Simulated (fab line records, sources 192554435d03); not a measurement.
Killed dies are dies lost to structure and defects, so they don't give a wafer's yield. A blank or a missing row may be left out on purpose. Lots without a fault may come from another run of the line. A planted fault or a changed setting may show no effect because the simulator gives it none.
Which tool did it? | flow n5_finfet | 10 lots, 30 wafers sampled, at 5 steps of a route of 1938

WHAT THE GAUGES READ, wafer by wafer
N5_BEOL_M3_THK_MEAS_01. Usual: M3_ILD_THK 78.7 nm, standard deviation 1.1.
lot  | measured     | on            | M3_ILD_THK (nm) | flag
L312 | day 7 14:58  | film_metro-02 | 79.4 79.7 78.1  |
L313 | day 7 15:47  | film_metro-01 | 78.4 76.4 79.4  |
L318 | day 8 13:53  | film_metro-02 | 77.8 78.9 79.2  |
L319 | day 9 09:50  | film_metro-02 | 77.5 77.1 79.1  |
L322 | day 11 04:05 | film_metro-01 | 79.8 77.4 79.8  |
L324 | day 12 02:53 | film_metro-02 | 79.0 79.3 80.1  |
L314 | day 12 08:22 | film_metro-02 | 77.7 79.4 77.7  |
L331 | day 12 21:05 | film_metro-02 | 78.4 79.7 79.6  |
L332 | day 13 00:34 | film_metro-01 | 76.6 76.5 78.5  |
L335 | day 13 09:43 | film_metro-02 | 78.2 79.9 78.1  |

N5_BEOL_M3_INSPECT_13: inspects for defects (brightfield). Usual: raw_defect_count 408, standard deviation 86.
lot  | measured     | on                | raw_defect_count | flag
L312 | day 7 15:57  | defect_inspect-02 | 391 370 377      |
L313 | day 7 18:20  | defect_inspect-02 | 616 374 460      |
L318 | day 8 14:57  | defect_inspect-01 | 308 465 331      |
L319 | day 9 10:39  | defect_inspect-02 | 386 339 274      |
L322 | day 11 04:40 | defect_inspect-01 | 403 510 552      |
L324 | day 12 03:57 | defect_inspect-02 | 390 354 342      |
L314 | day 12 09:34 | defect_inspect-01 | 486 511 391      |
L331 | day 13 00:10 | defect_inspect-02 | 644 501 425      |
L332 | day 13 01:08 | defect_inspect-01 | 458 343 350      |
L335 | day 13 11:39 | defect_inspect-02 | 376 398 420      |

N5_BEOL_M4_RC_MEAS_101. Usual: DIBL_N 36.0 mV/V, standard deviation 1.7; DIBL_P 36.2 mV/V, standard deviation 1.9; IOFF_N 0.154 nA/um, standard deviation 0.028; IOFF_P 0.21 nA/um, standard deviation 0.036; ION_N 675 uA/um, standard deviation 11; ION_P 463 uA/um, standard deviation 8.3; SS_N 71.4 mV/dec, standard deviation 0.63; SS_P 73.2 mV/dec, standard deviation 0.55; VT_N 250.2 mV, standard deviation 3; VT_P -251 mV, standard deviation 3.7.
lot  | measured     | on        | DIBL_N (mV/V)  | DIBL_P (mV/V)  | IOFF_N (nA/um)    | IOFF_P (nA/um) | ION_N (uA/um) | ION_P (uA/um) | SS_N (mV/dec)  | SS_P (mV/dec)  | VT_N (mV)         | VT_P (mV)      | flag
L312 | day 9 00:48  | prober-02 | 37.5 34.2 36.4 | 37.4 33.4 35.8 | 0.178 0.133 0.157 | 0.29 0.23 0.26 | 673 672 666   | 469 475 468   | 71.7 70.0 71.2 | 73.6 73.3 73.5 | 248.0 251.1 253.0 | -242 -245 -243 |
L313 | day 9 05:26  | prober-01 | 35.0 38.3 39.0 | 33.2 38.5 38.7 | 0.116 0.186 0.196 | 0.17 0.26 0.26 | 670 688 700   | 455 474 477   | 71.2 72.9 72.4 | 73.0 73.9 73.9 | 252.2 245.6 245.2 | -252 -247 -246 |
L318 | day 12 00:50 | prober-02 | 34.7 35.7 35.7 | 35.6 36.4 36.5 | 0.134 0.155 0.146 | 0.18 0.20 0.19 | 666 679 674   | 460 461 465   | 71.4 71.4 71.2 | 72.7 72.8 72.5 | 252.2 248.9 249.6 | -252 -251 -251 |
L319 | day 12 05:21 | prober-01 | 36.9 35.5 36.7 | 37.4 35.5 36.4 | 0.154 0.126 0.142 | 0.20 0.18 0.18 | 673 660 670   | 455 455 455   | 71.7 72.1 71.4 | 73.4 72.6 73.1 | 252.1 252.8 250.3 | -252 -252 -254 |
L322 | day 13 03:38 | prober-02 | 38.4 36.0 37.1 | 38.3 35.2 35.5 | 0.186 0.135 0.162 | 0.21 0.17 0.18 | 689 667 677   | 457 452 456   | 71.5 71.5 71.9 | 73.9 73.1 73.5 | 247.5 250.2 250.1 | -252 -253 -255 |
L324 | day 13 12:22 | prober-02 | 35.6 37.3 38.7 | 36.0 38.0 38.1 | 0.124 0.157 0.185 | 0.18 0.21 0.22 | 651 668 668   | 450 456 457   | 71.6 72.5 72.8 | 72.4 72.9 73.2 | 252.7 251.6 248.1 | -252 -251 -249 |
L314 | day 13 19:13 | prober-01 | 34.5 36.8 37.0 | 35.1 38.3 39.3 | 0.143 0.181 0.202 | 0.19 0.23 0.26 | 664 683 688   | 458 470 469   | 71.8 71.7 72.3 | 73.2 74.0 73.5 | 250.0 249.0 244.7 | -254 -251 -247 |
L331 | day 15 04:00 | prober-01 | 35.2 33.8 36.6 | 32.4 32.5 35.7 | 0.128 0.107 0.150 | 0.17 0.17 0.22 | 662 669 673   | 459 462 466   | 70.8 70.2 71.1 | 72.1 72.8 72.9 | 256.1 258.0 251.3 | -253 -255 -248 |
L332 | day 15 06:22 | prober-01 | 35.8 36.0 39.1 | 35.9 36.7 38.8 | 0.150 0.158 0.214 | 0.18 0.20 0.23 | 663 665 697   | 453 462 468   | 71.1 71.2 71.9 | 72.5 72.8 73.2 | 251.4 247.5 244.7 | -251 -249 -251 |
L335 | day 15 11:02 | prober-02 | 36.1 35.9 37.9 | 36.9 34.8 39.6 | 0.145 0.148 0.192 | 0.21 0.19 0.25 | 660 662 697   | 455 456 471   | 71.4 71.4 72.3 | 73.0 72.7 73.9 | 253.2 252.0 247.7 | -253 -252 -249 |

WHICH TOOL RAN EACH LOT (tool, then ch and the chambers of the sampled wafers, then the start)
lot  | N5_BEOL_M3_HM_DEP_02         | N5_BEOL_M3_COAT_73
L312 | pvd_sputter-01, day 7 15:21  | litho_track-02 ch 0, day 7 15:29
L313 | pvd_sputter-03, day 7 17:52  | litho_track-04 ch 0, day 7 17:59
L318 | pvd_sputter-02, day 8 14:20  | litho_track-03 ch 0, day 8 14:29
L319 | pvd_sputter-02, day 9 10:10  | litho_track-03 ch 0, day 9 10:18
L322 | pvd_sputter-02, day 11 04:11 | litho_track-03 ch 0, day 11 04:19
L324 | pvd_sputter-02, day 12 03:20 | litho_track-03 ch 0, day 12 03:28
L314 | pvd_sputter-03, day 12 08:47 | litho_track-04 ch 0, day 12 08:55
L331 | pvd_sputter-01, day 12 23:32 | litho_track-02 ch 0, day 12 23:41
L332 | pvd_sputter-03, day 13 00:39 | litho_track-04 ch 0, day 13 00:47
L335 | pvd_sputter-02, day 13 11:10 | litho_track-02 ch 0, day 13 11:18
- N5_BEOL_M3_HM_DEP_02: deposits TiN, target thk 20 nm.
- N5_BEOL_M3_COAT_73: time 60 s, resist thk 5 nm.

WHAT THE TOOLS THEMSELVES READ (means of the sampled wafers that have a number; where no wafer has one, the mark that the record gives instead)
N5_BEOL_M3_HM_DEP_02. Usual: substrate_temp_c 25.01 C, standard deviation 0.12; susceptor_temp_C 25.02 C, standard deviation 0.11; throttle_valve_pct 30.2 %, standard deviation 0.76.
lot  | tool           | substrate_temp_c (C) | susceptor_temp_C (C) | throttle_valve_pct (%) | flag
L312 | pvd_sputter-01 | 25.02                | 25.06                | 30.5                   |
L313 | pvd_sputter-03 | 25.21                | 25.11                | 30.1                   |
L318 | pvd_sputter-02 | 25.02                | 25.00                | 30.7                   |
L319 | pvd_sputter-02 | 24.97                | 24.92                | 29.5                   |
L322 | pvd_sputter-02 | 24.95                | 25.04                | 30.0                   |
L324 | pvd_sputter-02 | 25.10                | 25.10                | 30.5                   |
L314 | pvd_sputter-03 | 25.08                | 25.08                | 30.2                   |
L331 | pvd_sputter-01 | 24.98                | 25.03                | 30.5                   |
L332 | pvd_sputter-03 | 24.99                | 24.96                | 30.0                   |
L335 | pvd_sputter-02 | 24.98                | 24.98                | 30.1                   |

N5_BEOL_M3_COAT_73. Usual: plate_temp_C 204.97 C, standard deviation 0.17; spin_speed_rpm 1500.0 rpm, standard deviation 0.98.
lot  | tool           | plate_temp_C (C) | spin_speed_rpm (rpm) | flag
L312 | litho_track-02 | 204.85           | 1500.2               |
L313 | litho_track-04 | 204.96           | 1498.9               |
L318 | litho_track-03 | 204.89           | 1498.8               |
L319 | litho_track-03 | 205.14           | 1499.5               |
L322 | litho_track-03 | 204.99           | 1437.1               | OFF
L324 | litho_track-03 | 204.83           | 1437.8               | OFF
L314 | litho_track-04 | 205.11           | 1500.2               |
L331 | litho_track-02 | 205.20           | 1498.5               |
L332 | litho_track-04 | 205.06           | 1500.0               |
L335 | litho_track-02 | 204.72           | 1499.5               |

THE ANSWER, worked out from the rows above alone
Rule: a lot is off if the mean of its wafers that have a number lies more than 3 standard deviations from the usual mean. A lot without any number at a reading at which 4 lots or more have one is off too. The other lots that the step has rows for count as sound. The gauges are gone through in route order, then the tools' own readings, and for those a lot's mean is taken as printed above. The first step at which some lot is off is used, and at that step the reading that is off furthest; a lot without a number counts as furthest.
Off: L322, L324, at N5_BEOL_M3_COAT_73 (spin_speed_rpm).
A tool fits if, at that step or a process step before it, it ran every lot that is off, and no sound lot after the first of them. One fits: litho_track-03 at N5_BEOL_M3_COAT_73. Its last sound lot is L319 (day 9 10:18), its first lot that is off L322 (day 11 04:19): a fault that began between those two fits.
The tool's own readings at N5_BEOL_M3_COAT_73 bear it out: on the lots that are off they differ by more than 5 times the standard deviation of the sound lots' means. spin_speed_rpm reads 1437.4 rpm there against 1499.5 rpm on the sound lots.

WHAT THE SIMULATOR HAD PUT IN
Process parameter drift: litho_track-03, from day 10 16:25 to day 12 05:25, at N5_BEOL_M3_COAT_73. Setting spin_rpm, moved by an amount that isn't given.
Lots struck among those shown: L322, L324. The rule above found the same.
